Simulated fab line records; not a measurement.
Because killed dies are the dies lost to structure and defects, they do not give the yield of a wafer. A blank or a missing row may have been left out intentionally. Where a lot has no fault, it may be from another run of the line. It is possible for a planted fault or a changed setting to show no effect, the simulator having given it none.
A lot that was struck, set against a sound lot    flow n5Finfet    24 steps out of a route of 1938
Sound: wafers L790.1, L790.2, L790.3. Struck: wafer L802.1 (left out: L802.4, L802.6 of the same lot, which were not struck); the cause appears at the end.
For every step that has rows: the tool of each side, followed by ch and its chambers, followed by its first start. Under that, the readings that differ: sound wafers    struck wafers    difference of the means    sigmas: that difference in standard deviations of wafers without a fault.
alike: words and numbers the same on both sides, and readings whose means are apart by under 2 such deviations; not compared: readings that were withheld, readings missing a value for some wafer, numbers with overlapping values and no deviation given by the record, and bounds like >300 which may hide the same value.
The two part at a step that has a row with sigmas, a row that says differs or no value, or rows on one side only. Non-overlapping numbers with no deviation appear without sigmas and do not part them. A reading missing from all wafers of one side parts the sides only when that side holds two or more wafers.

first, 9 steps without rows for these wafers: N5_BEOL_M5_EXPOSE_08 (exposes mask M5, target cd 28 nm); N5_BEOL_M5_PEB_09 (peb time 60 s); N5_BEOL_M5_DEVELOP_10 (develop time 30 s); N5_BEOL_M5_DESCUM_16 (chemistry O2, time 7 s); N5_BEOL_M5_ETCH_72 (etches underlayer in N2/H2, target depth 6.5 nm, time 5.2 s); N5_BEOL_M5_ETCH_61 (etches SiARC in CF4, target depth 15.6 nm, time 26 s); N5_BEOL_M5_ETCH_62 (etches SOC in N2/H2, target depth 75 nm, overetch 15 nm, time 112.5 s); N5_BEOL_M5_STRIP_63 (strips in N2/H2); N5_BEOL_M5_STRIP_73 (strips in N2/H2).
N5_BEOL_M5_STRIP_64: strips in CF4.
  sound on rieDiel-04 ch 0,2,3, day 11 07:07; struck on rieDiel-04 ch 2, day 14 03:42
  alike: drypumpMotorCurrentA, oesProductAu, rfVppV, showerheadPlenumPTorr, throttleValvePct
  not compared: rfHoursCounterH
then, 11 steps without rows for these wafers: N5_BEOL_M5_HM_OPEN_17 (chemistry Cl2/BCl3, target TiN, target depth 20 nm, overetch 6 nm); N5_BEOL_M5_STRIP_19 (strips in O2); N5_BEOL_M5_COAT_65 (time 60 s, resist thk 60 nm); N5_BEOL_M5_COAT_66 (time 60 s, resist thk 12 nm); N5_BEOL_M5_COAT_74 (time 60 s, resist thk 5 nm); N5_BEOL_M5_COAT_22 (resist thk 30 nm); N5_BEOL_M5_EBR_24; N5_BEOL_M5_SOFTBAKE_23 (time 60 s); N5_BEOL_M5_EXPOSE_25 (exposes mask V4, defocus 10 nm); N5_BEOL_M5_PEB_26 (peb time 60 s); N5_BEOL_M5_DEVELOP_27 (develop time 30 s).
N5_BEOL_M5_INSPECT_30: inspects for defects (brightfield).
  sound on defectInspect-02, day 11 09:25; struck on defectInspect-01, day 14 04:21
reading         sound        struck  difference  sigmas
rawDefectCount  508 381 385  756     +331        +3
then, 1 step without rows for these wafers: N5_BEOL_M5_DESCUM_33 (chemistry O2, time 7 s).
-- here the record skips 4 days between the struck wafers' starts before and after, leaving off in module BEOL_M5 and picking up in module PASSIVATION (first step shown: number 1936 of the route) --
N5_PASSIVATION_PROBE_49:
  record: rows for the struck wafers here (prober-01, day 18 09:21), none for the sound ones

## WHERE THEY PART
Last at N5_PASSIVATION_PROBE_49 as far as this record goes, first at N5_BEOL_M5_INSPECT_30.

WHY: the cause the simulator had injected
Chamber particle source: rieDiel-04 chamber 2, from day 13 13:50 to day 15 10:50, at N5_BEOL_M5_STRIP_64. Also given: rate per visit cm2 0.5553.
